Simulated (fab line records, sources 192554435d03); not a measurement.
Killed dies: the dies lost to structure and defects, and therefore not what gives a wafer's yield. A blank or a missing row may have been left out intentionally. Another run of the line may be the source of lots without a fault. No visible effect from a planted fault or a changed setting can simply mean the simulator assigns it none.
Which of the tools did it? | flow n5 finfet | 9 lots, 27 wafers sampled, at 6 steps of a route of 1938

== WHAT THE GAUGES SHOWED, per wafer ==
N5_BEOL_M0_CUTY_CD_MEAS_57: the cd target is 200 nm.
lot  | measured    | on        | cd nm (nm)
L667 | day 6 02:46 | cd sem-01 | 199.3 199.1 199.8
L669 | day 6 19:42 | cd sem-03 | 201.2 202.2 200.8
L670 | day 7 00:03 | cd sem-03 | 201.0 199.6 198.7
L672 | day 7 14:40 | cd sem-02 | 198.3 198.8 198.9
L675 | day 8 03:13 | cd sem-03 | 199.3 199.6 199.6
L676 | day 8 19:06 | cd sem-02 | 199.9 200.6 199.1
L677 | day 8 21:17 | cd sem-03 | 200.9 199.5 200.2
L678 | day 9 01:59 | cd sem-01 | 199.3 199.4 197.6
L679 | day 9 05:49 | cd sem-01 | 198.0 198.7 199.2

N5_BEOL_M0_CUTY_INSPECT_59: inspects for defects (macro).
lot  | measured    | on                | raw defect count
L667 | day 6 02:50 | defect inspect-01 | 4 1 2
L669 | day 6 19:45 | defect inspect-01 | 0 2 2
L670 | day 7 00:07 | defect inspect-02 | 7 3 0
L672 | day 7 14:44 | defect inspect-01 | 2 2 3
L675 | day 8 03:16 | defect inspect-01 | 2 2 3
L676 | day 8 19:09 | defect inspect-02 | 4 1 2
L677 | day 8 21:20 | defect inspect-01 | 1 1 2
L678 | day 9 02:02 | defect inspect-02 | 3 45 3
L679 | day 9 05:53 | defect inspect-01 | 2 45 3

N5_BEOL_M4_RC_MEAS_101.
lot  | measured     | on        | DIBL_N (mV/V)  | DIBL_P (mV/V)  | IOFF_N (nA/um) | IOFF_P (nA/um) | ION_N (uA/um) | ION_P (uA/um) | SS_N (mV/dec)  | SS_P (mV/dec)  | VT_N (mV)   | VT_P (mV)
L667 | day 8 12:34  | prober-02 | 36.6 38.3 34.3 | 37.3 38.7 34.4 | 0.18 0.20 0.13 | 0.19 0.22 0.16 | 697 686 676   | 468 459 463   | 71.9 72.2 70.9 | 74.1 74.5 73.0 | 248 247 254 | -254 -251 -255
L669 | day 8 18:52  | prober-01 | 29.9 35.4 32.0 | 30.0 36.9 32.9 | 0.09 0.16 0.11 | 0.13 0.22 0.17 | 677 671 675   | 470 467 475   | 69.7 71.6 71.5 | 71.6 72.5 71.8 | 256 245 254 | -257 -249 -250
L670 | day 9 00:22  | prober-01 | 40.5 32.2 38.0 | 41.9 32.5 39.1 | 0.23 0.09 0.18 | 0.29 0.15 0.24 | 687 647 681   | 465 452 465   | 72.0 69.8 71.5 | 73.8 71.4 73.0 | 244 258 248 | -245 -253 -247
L672 | day 9 20:40  | prober-02 | 30.3 31.6 36.3 | 32.5 34.5 39.7 | 0.10 0.12 0.23 | 0.14 0.16 0.26 | 645 651 681   | 441 453 464   | 71.2 70.9 73.6 | 71.8 72.6 73.7 | 256 252 244 | -257 -254 -246
L675 | day 10 04:03 | prober-02 | 39.1 37.2 34.3 | 38.4 37.8 34.9 | 0.18 0.15 0.12 | 0.22 0.21 0.18 | 668 665 651   | 457 455 456   | 72.7 71.9 70.4 | 74.4 73.5 73.3 | 251 251 254 | -251 -252 -255
L676 | day 11 02:02 | prober-02 | 39.5 35.1 37.1 | 40.3 34.3 36.4 | 0.23 0.14 0.19 | 0.28 0.19 0.21 | 685 686 678   | 460 473 457   | 72.8 70.6 71.6 | 74.4 73.1 73.3 | 245 252 247 | -247 -254 -253
L677 | day 10 21:15 | prober-02 | 34.1 34.7 35.0 | 31.5 31.4 31.5 | 0.12 0.11 0.13 | 0.19 0.18 0.20 | 685 651 662   | 473 455 466   | 70.1 71.0 70.8 | 72.6 72.2 72.7 | 253 256 253 | -250 -248 -248
L678 | day 10 23:24 | prober-01 | 38.9 33.3 36.2 | 38.3 32.8 35.1 | 0.19 0.10 0.14 | 0.23 0.16 0.18 | 687 648 654   | 462 446 446   | 72.6 70.9 72.4 | 74.1 72.7 73.5 | 248 258 253 | -250 -253 -251
L679 | day 11 03:30 | prober-01 | 41.8 34.5 35.7 | 41.4 32.9 33.3 | 0.27 0.13 0.13 | 0.32 0.18 0.18 | 684 668 650   | 462 462 447   | 73.2 70.4 71.9 | 74.9 72.5 73.4 | 247 251 256 | -244 -251 -251

== WHAT TOOL EACH LOT RAN ON (gives the tool, then ch and the chambers of the sampled wafers, and finally the start) ==
lot  | N5_BEOL_M0_SAQP_SPACER2_ETCHBACK_27 | N5_BEOL_M0_SAQP_STRIP_75          | N5_BEOL_M0_HM_OPEN_105
L667 | rie diel-03 ch 0,2,3, day 6 00:36   | rie diel-03 ch 0,1,2, day 6 02:23 | rie metal-02 ch 0,1, day 6 04:16
L669 | rie diel-03 ch 0,2,3, day 6 17:29   | rie diel-01 ch 2,3, day 6 19:18   | rie metal-02 ch 0,1, day 6 20:35
L670 | rie diel-02 ch 0,1,3, day 6 21:59   | rie diel-02 ch 0,2,3, day 6 23:40 | rie metal-02 ch 0,1, day 7 00:27
L672 | rie diel-03 ch 0,1, day 7 12:29     | rie diel-03 ch 0,1,3, day 7 14:17 | rie metal-02 ch 0,1, day 7 17:28
L675 | rie diel-02 ch 0,3, day 8 01:06     | rie diel-03 ch 0,2,3, day 8 02:49 | rie metal-03 ch 0,1, day 8 05:05
L676 | rie diel-02 ch 0,1,3, day 8 15:50   | rie diel-02 ch 0,2,3, day 8 18:50 | rie metal-03 ch 0,1, day 8 22:23
L677 | rie diel-01 ch 0,1,2, day 8 19:18   | rie diel-01 ch 0,3, day 8 21:01   | rie metal-02 ch 0,1, day 8 22:18
L678 | rie diel-02 ch 0,2, day 8 22:10     | rie diel-01 ch 0,1, day 9 01:35   | rie metal-01 ch 0,1, day 9 02:49
L679 | rie diel-02 ch 0,1,3, day 9 03:53   | rie diel-03 ch 0,1,3, day 9 05:26 | rie metal-02 ch 0,1, day 9 06:26
- N5_BEOL_M0_SAQP_SPACER2_ETCHBACK_27: etches SiO2 in CHF3/O2, target depth 22.5 nm, time 11.25 s.
- N5_BEOL_M0_SAQP_STRIP_75: strips in CF4.
- N5_BEOL_M0_HM_OPEN_105: chemistry Cl2/BCl3, target TiN, target depth 12 nm.

== AS READ BY THE TOOLS THEMSELVES (means over the sampled wafers that have a number; for cases with no such wafer, the mark the record gives instead) ==
N5_BEOL_M0_SAQP_SPACER2_ETCHBACK_27.
lot  | tool        | chamber pressure mTorr (mTorr) | drypump motor current A (A) | oes product au (a.u.) | rf vpp V (V) | showerhead plenum p Torr (Torr) | throttle valve pct (%)
L667 | rie diel-03 | 29.988                         | 5.3                         | 0.73                  | 518          | 2.45                            | 19.18
L669 | rie diel-03 | 29.968                         | 5.3                         | 0.73                  | 517          | 2.45                            | 19.19
L670 | rie diel-02 | 30.013                         | 5.7                         | 0.83                  | 521          | 2.45                            | 18.79
L672 | rie diel-03 | 30.025                         | 5.7                         | 0.74                  | 515          | 2.37                            | 19.23
L675 | rie diel-02 | 30.001                         | 5.4                         | 0.87                  | 516          | 2.50                            | 18.75
L676 | rie diel-02 | 30.019                         | 5.7                         | 0.81                  | 521          | 2.44                            | 18.82
L677 | rie diel-01 | 30.009                         | 5.9                         | 0.76                  | 522          | 2.37                            | 18.86
L678 | rie diel-02 | 30.019                         | 5.5                         | 0.76                  | 534          | 2.30                            | 18.79
L679 | rie diel-02 | 29.978                         | 5.7                         | 0.81                  | 520          | 2.44                            | 18.82

N5_BEOL_M0_SAQP_STRIP_75.
lot  | tool        | chamber pressure mTorr (mTorr) | drypump motor current A (A) | oes product au (a.u.) | rf vpp V (V) | showerhead plenum p Torr (Torr) | throttle valve pct (%)
L667 | rie diel-03 | 49.99                          | 5.5                         | 0.172                 | 271.6        | 1.79                            | 13.83
L669 | rie diel-01 | 50.03                          | 6.0                         | 0.167                 | 271.3        | 1.80                            | 13.95
L670 | rie diel-02 | 50.02                          | 5.4                         | 0.192                 | 270.4        | 1.79                            | 13.42
L672 | rie diel-03 | 50.01                          | 5.5                         | 0.165                 | 271.1        | 1.78                            | 13.85
L675 | rie diel-03 | 49.98                          | 5.3                         | 0.167                 | 271.9        | 1.82                            | 13.87
L676 | rie diel-02 | 50.03                          | 5.4                         | 0.186                 | 270.6        | 1.78                            | 13.46
L677 | rie diel-01 | 49.95                          | 5.9                         | 0.190                 | 272.1        | 1.83                            | 13.47
L678 | rie diel-01 | 49.98                          | 5.9                         | 0.193                 | 271.1        | 1.79                            | 13.38
L679 | rie diel-03 | 49.98                          | 5.5                         | 0.168                 | 270.6        | 1.77                            | 13.89

N5_BEOL_M0_HM_OPEN_105.
lot  | tool         | chamber pressure mTorr (mTorr) | drypump motor current A (A) | mfc cl2 sccm (sccm) | oes product au (a.u.) | throttle valve pct (%)
L667 | rie metal-02 | 10.006                         | 5.45                        | 53.26               | 0.70                  | 22.05
L669 | rie metal-02 | 9.998                          | 5.41                        | 53.45               | 0.79                  | 22.06
L670 | rie metal-02 | 9.998                          | 5.42                        | 53.41               | 0.81                  | 22.05
L672 | rie metal-02 | 9.998                          | 5.43                        | 53.04               | 0.69                  | 22.05
L675 | rie metal-03 | 9.999                          | 5.41                        | 53.27               | 0.71                  | 22.13
L676 | rie metal-03 | 10.004                         | 5.38                        | 53.27               | 0.71                  | 22.13
L677 | rie metal-02 | 10.001                         | 5.39                        | 53.19               | 0.78                  | 22.06
L678 | rie metal-01 | 10.002                         | 5.78                        | 53.47               | 0.80                  | 21.81
L679 | rie metal-02 | 10.009                         | 5.43                        | 53.35               | 0.68                  | 22.06

== THE ANSWER, worked out from the rows above alone ==
Rule: the usual values come from the lots themselves. Put in order of their means at a reading, lots are off if they are a third of the lots or fewer, leave a main group of 4 or more, and stand apart from it by a gap of 3 or more times the standard deviation of the main group's means; of several such gaps the widest counts. A main group is skipped when, at the precision printed for the reading in the tables above, its means are all equal. A lot without any number at a reading at which 4 lots or more have one is off too. The other lots that the step has rows for count as sound. First the gauges in route order, then the tools' own readings, where a lot's mean is used as printed above. The first step at which some lot is off is used, and at that step the reading that is off furthest; a lot without a number counts as furthest.
Off: L678, L679, at N5_BEOL_M0_CUTY_INSPECT_59 (raw defect count). For the main group the mean is 2.2 and the standard deviation 0.64.
If a tool, at a process step before that reading, ran all the lots that are off and no sound lot after the first of them, it fits. Gauges at N5_BEOL_M0_CUTY_INSPECT_59: tried the same way as those tools. One fits: N5_BEOL_M0_SAQP_SPACER2_ETCHBACK_27 on rie diel-02. A fault onset in the window from L676 (day 8 15:50, its last sound lot) to L678 (day 8 22:10, its first lot off) fits.

== WHAT THE SIMULATOR HAD INSERTED ==
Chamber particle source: rie diel-02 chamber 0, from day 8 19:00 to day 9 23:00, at N5_BEOL_M0_SAQP_SPACER2_ETCHBACK_27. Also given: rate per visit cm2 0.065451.
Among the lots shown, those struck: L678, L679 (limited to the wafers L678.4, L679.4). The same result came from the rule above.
